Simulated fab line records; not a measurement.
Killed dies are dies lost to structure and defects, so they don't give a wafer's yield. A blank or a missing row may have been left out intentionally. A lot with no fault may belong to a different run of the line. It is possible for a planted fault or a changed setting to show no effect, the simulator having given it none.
A struck lot beside a sound one | flow nandHarc | 21 out of 1302 route steps
Sound: these wafers, L685.1, L685.4, L685.6. Struck: wafers L698.4, L698.5. (L698.1 of the same lot was not struck and is left out.) The cause comes at the end.
Per side, at each step with rows, come the tool, then ch with its chambers, and then its first start. Under that, the readings that differ: sound wafers | struck wafers | difference of the means | sigmas: that difference in standard deviations of wafers without a fault.
alike: words and numbers the same on both sides, and readings whose means are apart by under 2 such deviations; not compared: readings that were withheld, readings missing a value for some wafer, numbers with overlapping values and no deviation given by the record, and bounds like >300 which may hide the same value.
A row with sigmas, a row that says differs or no value, or rows on one side alone: a step with any of these is where the two part. Numbers that have no deviation but don't overlap get no sigmas and don't part them. A reading missing from all wafers of one side parts the sides only when that side holds two or more wafers.

first, 2 steps without rows for these wafers: NHARC_P_GATE_PEB_89 (peb time 85 s); NHARC_P_GATE_DEVELOP_90 (time 70 s).
NHARC_P_GATE_CD_MEAS_91: target cd 2000 nm.
  sound on cdSem-01 ch 0, day 7 05:37; struck on cdSem-03 ch 0, day 12 14:23
  alike: cdNm
then, 4 steps without rows for these wafers: NHARC_P_GATE_HARDBAKE_92 (time 80 s); NHARC_P_GATE_DESCUM_93 (chemistry O2, time 3 s); NHARC_P_GATE_IMPLANT_94; NHARC_P_GATE_STRIP_113 (strips in N2/H2, time 740 s).
NHARC_P_GATE_STRIP_95: strips in O2.
  sound on plasmaAsher-02 ch 0,1, day 7 06:52; struck on plasmaAsher-01 ch 0, day 12 15:39
  alike: drypumpMotorCurrentA, heaterPowerW
  not compared: rfHoursCounterH
then, 1 step without rows for these wafers: NHARC_P_GATE_STRIP_96 (strips in SPM, time 900 s).
NHARC_P_GATE_RTA_64: time 1 s.
  sound on rtpAnneal-02 ch 0, day 7 07:25; struck on rtpAnneal-02 ch 0, day 12 16:13
  alike: lampPowerPct, lamp_zone_4_pct, wafer_temp_C_max
then, 1 step without rows for these wafers: NHARC_P_GATE_ETCH_77 (etches SiO2 in dHF, target depth 6 nm).
NHARC_P_GATE_DEGAS_109: time 60 s.
  struck on pvdSputter-03, day 12 16:31; sound on pvdSputter-03, day 7 07:44
  alike: heaterPowerW
NHARC_P_GATE_PRE_CLEAN_110: time 30 s.
  struck on pvdSputter-03, day 12 16:34; sound on pvdSputter-03, day 7 07:47
then, 2 steps without rows for these wafers: NHARC_P_GATE_SPUTTER_78 (material Ni, target thk 10 nm); NHARC_P_GATE_SPUTTER_79 (material TiN, target thk 10 nm).
NHARC_P_GATE_RTA_80: time 30 s.
  sound on rtpAnneal-01 ch 0, day 7 08:01; struck on rtpAnneal-02 ch 0, day 12 16:49
  alike: lampPowerPct, lamp_zone_4_pct, wafer_temp_C_max
then, 1 step without rows for these wafers: NHARC_P_GATE_STRIP_67 (strips in SPM, time 600 s).
NHARC_P_GATE_RTA_82: time 30 s.
  sound on rtpAnneal-02 ch 0, day 7 08:29; struck on rtpAnneal-01 ch 0, day 12 17:16
reading          | sound             | struck      | difference | sigmas
lampPowerPct (%) | 4.030 4.031 4.024 | 4.058 4.062 | +0.032     | +2
wafer_temp_C_max | 453.0 452.6 452.4 | 451.1 451.5 | -1.4       | -3
  alike: lamp_zone_4_pct
NHARC_P_GATE_INSPECT_68:
  struck on defectInspect-01, day 12 17:28; sound on defectInspect-02, day 7 08:41
reading        | sound       | struck  | difference | sigmas
rawDefectCount | 222 140 104 | 731 741 | +581       | +6
then, 1 step without rows for these wafers: NHARC_P_CONTACT_DEP_30 (deposits SiNx, target thk 30 nm).
-- record jumps: 19 days between struck wafers' starts before vs after; left off in module P_CONTACT, resumes in module END, first step shown is number 1302 of the route --
NHARC_END_SORT_01:
  the record has rows for the struck wafers here (prober-02 ch 0, day 31 11:19) and none for the sound ones

WHERE THEY PART
At NHARC_P_GATE_RTA_82 first; at NHARC_END_SORT_01 last (within this record only).

WHY: what had been put in by the simulator
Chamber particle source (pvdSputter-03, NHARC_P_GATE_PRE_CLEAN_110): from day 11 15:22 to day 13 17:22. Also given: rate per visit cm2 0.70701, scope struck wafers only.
